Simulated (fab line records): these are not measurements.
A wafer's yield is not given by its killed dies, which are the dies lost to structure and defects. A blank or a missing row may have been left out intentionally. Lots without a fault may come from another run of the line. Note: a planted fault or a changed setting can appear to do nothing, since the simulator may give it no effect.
Matching of chambers / flow n5-finfet / N5_DUMMY_GATE_STRIP_41 on rie-diel-04 has 4 sister chambers
The step strips in O2. 4 wafers are shown with their chamber, then 10 later ones without.

WAFERS PAIRED WITH THEIR CHAMBERS
wafer=L086.5; chamber=3; drypump-motor-current-A (A)=5.9
wafer=L087.3; chamber=1; drypump-motor-current-A (A)=6.1
wafer=L087.5; chamber=2; drypump-motor-current-A (A)=5.7
wafer=L088.1; chamber=0; drypump-motor-current-A (A)=4.7

WAFERS MISSING THEIR CHAMBER
wafer=L088.3; drypump-motor-current-A (A)=5.8
wafer=L088.5; drypump-motor-current-A (A)=6.1
wafer=L092.1; drypump-motor-current-A (A)=5.9
wafer=L092.3; drypump-motor-current-A (A)=5.7
wafer=L092.4; drypump-motor-current-A (A)=4.7
wafer=L095.2; drypump-motor-current-A (A)=5.7
wafer=L095.3; drypump-motor-current-A (A)=4.7
wafer=L095.5; drypump-motor-current-A (A)=4.7
wafer=L096.4; drypump-motor-current-A (A)=4.7
wafer=L096.5; drypump-motor-current-A (A)=4.7

EACH ONE'S CHAMBER
wafer=L088.3; from the rows above=can't be placed: 2 or 3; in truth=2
wafer=L088.5; from the rows above=1; in truth=1
wafer=L092.1; from the rows above=3; in truth=3
wafer=L092.3; from the rows above=2; in truth=2
wafer=L092.4; from the rows above=0; in truth=0
wafer=L095.2; from the rows above=2; in truth=2
wafer=L095.3; from the rows above=0; in truth=0
wafer=L095.5; from the rows above=0; in truth=0
wafer=L096.4; from the rows above=0; in truth=0
wafer=L096.5; from the rows above=0; in truth=0
9 of 10 placed correctly. From these rows, 1 cannot be placed; in 1 the true chamber is one of the candidates. Placed wrongly: 0.
How it was worked out, from the rows above alone: a wafer's distance from a chamber is the root of the sum, over the readings, of the square of ((its reading less the chamber's mean) divided by the reading's scatter). If the next closest chamber is less than 2 further off than the closest, the wafer can't be placed; otherwise it belongs to the closest. A chamber's mean is the mean of its shown wafers. The scatter: root of mean squared gap, hidden wafer to nearest shown wafer, with one shown wafer a chamber.
